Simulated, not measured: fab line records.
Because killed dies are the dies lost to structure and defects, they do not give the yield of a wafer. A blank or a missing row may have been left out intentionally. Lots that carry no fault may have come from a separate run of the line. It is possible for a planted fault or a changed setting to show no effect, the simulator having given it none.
Matching of chambers -- flow nand_harc -- 3 sister chambers for NHARC_A_STAIRCASE_DEP_325 on pecvd-03
The step deposits SiO2, target thk 7200 nm. 3 wafers are shown with their chamber, then 8 later ones without.

## EACH WAFER AND ITS CHAMBER
wafer,chamber,heater_power_w (W)
L081.1,0,556
L086.5,1,672
L090.4,2,571

## WAFERS WITHOUT THEIR CHAMBER
wafer,heater_power_w (W)
L090.5,570
L090.6,672
L094.2,569
L094.5,566
L094.6,670
L093.1,715
L093.5,566
L093.6,464

## THE CHAMBER EACH PASSED THROUGH
wafer,from the rows above,in truth
L090.5,can't be placed: 2 or 0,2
L090.6,1,1
L094.2,can't be placed: 2 or 0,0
L094.5,can't be placed: 2 or 0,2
L094.6,1,1
L093.1,1,1
L093.5,can't be placed: 2 or 0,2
L093.6,can't be placed: 0 or 2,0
Correct placement for 3 of the 8. These rows do not allow placing 5 (true chamber among the candidates in 5). Wrongly placed: 0.
How it was worked out, from the rows above alone: a wafer's distance from a chamber is the root of the sum, over the readings, of the square of ((its reading less the chamber's mean) divided by the reading's scatter). The wafer belongs to the nearest chamber; if the next one is less than 2 further off, it can't be placed. Each chamber's mean is taken over the wafers shown for it. The scatter: root of mean squared gap, hidden wafer to nearest shown wafer, with one shown wafer a chamber.
